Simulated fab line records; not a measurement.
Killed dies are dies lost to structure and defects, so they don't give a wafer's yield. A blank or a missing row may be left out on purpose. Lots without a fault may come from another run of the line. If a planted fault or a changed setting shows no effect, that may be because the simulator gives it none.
A lot that was struck, set against a sound lot -- flow nand_harc -- 15 steps out of a route of 1159
Sound: wafers L172.1, L172.3, L172.4. Struck: wafer L181.6 (left out: L181.1, L181.2 of the same lot, which were not struck); the cause appears at the end.
Per side, at each step with rows, come the tool, then ch with its chambers, and then its first start. Under that, the readings that differ: sound wafers -- struck wafers -- difference of the means -- sigmas: that difference in standard deviations of wafers without a fault.
alike: readings with means less than 2 such deviations apart, plus words and numbers identical on both sides. not compared: withheld readings, readings lacking a value on some wafer, bounds such as >300 that could conceal the same value, and numbers that have no deviation in the record and whose values overlap.
The two part at a step that has a row with sigmas, a row that says differs or no value, or rows on one side only. When numbers do not overlap yet have no deviation, they are printed without sigmas and do not part them. A reading missing from all wafers of one side parts the sides only when that side holds two or more wafers.

NHARC_A_CONTACT_ETCH_134: etches the open film in C4F8/O2/Ar, time 140 s, target depth 700 nm.
  sound on har_cap_etch-01 ch 0,1, day 19 03:40; struck on har_cap_etch-03 ch 0, day 20 19:40
reading,sound,struck,difference,sigmas
chamber_pressure_mTorr (mTorr),20.004 20.026 20.011,19.974,-0.040,-2
  not compared: rf_hours_counter_h
then, 2 steps without rows for these wafers: NHARC_A_CONTACT_ETCH_135 (etches the open film in C4F8/O2/Ar, time 132 s, target depth 1287 nm); NHARC_A_CONTACT_ETCH_136 (etches the open film in C4F8/O2/Ar, time 132 s, target depth 1287 nm).
NHARC_A_CONTACT_ETCH_137: etches the open film in C4F8/O2/Ar, time 132 s, target depth 1287 nm.
  sound on har_cap_etch-01 ch 0,1, day 19 04:07; struck on har_cap_etch-03 ch 0, day 20 20:07
  alike: chamber_pressure_mTorr
  not compared: rf_hours_counter_h
then, 2 steps without rows for these wafers: NHARC_A_CONTACT_ETCH_138 (etches the open film in C4F8/O2/Ar, time 132 s, target depth 1289 nm); NHARC_A_CONTACT_ETCH_139 (etches the open film in C4F8/O2/Ar, time 137 s, target depth 590 nm).
NHARC_A_CONTACT_ETCH_92: etches the open film in CH3F/O2, target depth 40 nm, time 85.7 s.
  sound on rie_diel-13 ch 0,1,3, day 19 04:46; struck on rie_diel-04 ch 0, day 20 20:46
reading,sound,struck,difference,sigmas
oes_product_au (a.u.),0.92 0.92 0.93,1.00,+0.08,+2
  alike: chamber_pressure_mTorr, drypump_motor_current_A, mfc_ar_sccm, rf_vpp_V, showerhead_plenum_p_Torr, throttle_valve_pct
  not compared: rf_hours_counter_h
NHARC_A_CONTACT_ETCH_98: etches the open film in C4F6/O2, target depth 20 nm, time 10 s.
  sound: rie_diel-13 ch 1,2,3; struck: rie_diel-04 ch 2
reading,sound,struck,difference,sigmas
mfc_ar_sccm (sccm),498.9 500.5 501.6,504.3,+4.0,+2
throttle_valve_pct (%),26.935 26.916 26.910,26.897,-0.023,-3
  alike: chamber_pressure_mTorr, drypump_motor_current_A, oes_product_au, rf_vpp_V, showerhead_plenum_p_Torr
  not compared: rf_hours_counter_h
NHARC_A_CONTACT_CD_MEAS_15:
  sound on cd_sem-02 at day 19 04:58; struck on cd_sem-03 at day 20 20:59
  alike: cd_nm
then, 3 steps without rows for these wafers: NHARC_A_CONTACT_STRIP_107 (strips in N2/H2); NHARC_A_CONTACT_STRIP_108 (strips in CF4/CHF3); NHARC_A_CONTACT_STRIP_109 (strips in O2/COS).
NHARC_A_CONTACT_ETCH_110: etches the open film in CF4/O2, target depth 50 nm, overetch 5 nm, time 27.5 s.
  sound on rie_diel-04 ch 0,1,2, day 19 05:19; struck on rie_diel-04 ch 3, day 20 21:16
reading,sound,struck,difference,sigmas
oes_product_au (a.u.),1.022 0.997 1.001,0.953,-0.054,-6
  alike: chamber_pressure_mTorr, drypump_motor_current_A, mfc_ar_sccm, rf_vpp_V, showerhead_plenum_p_Torr, throttle_valve_pct
  not compared: rf_hours_counter_h
NHARC_A_CONTACT_STRIP_26: strips in O2.
  sound: rie_diel-04 ch 0,1,3; struck: rie_diel-04 ch 1
reading,sound,struck,difference,sigmas
oes_product_au (a.u.),0.998 1.013 1.005,1.024,+0.019,+2
  alike: chamber_pressure_mTorr, drypump_motor_current_A, mfc_ar_sccm, rf_vpp_V, showerhead_plenum_p_Torr, throttle_valve_pct
  not compared: rf_hours_counter_h
-- break in the record here, with 3 days between the starts of the struck wafers on either side (left off in module A_CONTACT, picked up again in module END, where the first step shown is number 1159 on the route) --
NHARC_END_SORT_01:
  at this point the record logs the struck wafers (prober-01 ch 0, day 23 12:08) and has no rows for the sound ones

== WHERE THEY PART ==
Earliest at NHARC_A_CONTACT_ETCH_134; latest, in this record, at NHARC_END_SORT_01.

WHY: whatever the simulator had introduced
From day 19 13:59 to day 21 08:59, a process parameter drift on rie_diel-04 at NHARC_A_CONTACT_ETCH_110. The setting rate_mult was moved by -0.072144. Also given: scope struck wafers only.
